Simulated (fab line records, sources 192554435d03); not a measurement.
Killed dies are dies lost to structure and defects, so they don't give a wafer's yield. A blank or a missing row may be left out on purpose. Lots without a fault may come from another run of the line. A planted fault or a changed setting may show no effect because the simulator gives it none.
Chamber matching | flow n5_finfet | N5_BEOL_M3_ETCH_77 on rie_diel-01: 4 sister chambers
The step etches underlayer in N2/H2, target depth 6.5 nm, time 5.2 s. 4 wafers are shown with their chamber, then 8 later ones without.

WAFERS WITH THEIR CHAMBER
wafer  | chamber | throttle_valve_pct (%)
L087.1 | 1       | 17.55
L093.1 | 3       | 17.95
L093.4 | 0       | 17.65
L094.1 | 2       | 18.05

WAFERS WITHOUT THEIR CHAMBER
wafer  | throttle_valve_pct (%)
L094.2 | 17.67
L094.4 | 17.95
L095.2 | 18.07
L095.3 | 17.53
L095.4 | 17.67
L096.3 | 17.69
L096.5 | 17.94
L096.6 | 17.69

WHICH CHAMBER EACH WENT THROUGH
wafer  | from the rows above | in truth
L094.2 | 0                   | 0
L094.4 | 3                   | 3
L095.2 | 2                   | 2
L095.3 | 1                   | 1
L095.4 | 0                   | 0
L096.3 | 0                   | 0
L096.5 | 3                   | 3
L096.6 | 0                   | 0
Placed correctly: 8 of 8. Can't be placed from these rows: 0. Placed wrongly: 0.
How it was worked out, from the rows above alone: a wafer's distance from a chamber is the root of the sum, over the readings, of the square of ((its reading less the chamber's mean) divided by the reading's scatter). The wafer belongs to the nearest chamber; if the next one is less than 2 further off, it can't be placed. A chamber's mean is the mean of its shown wafers. The scatter: with one shown wafer a chamber, the root of the mean of the squares of how far each hidden wafer lies from its nearest shown one.
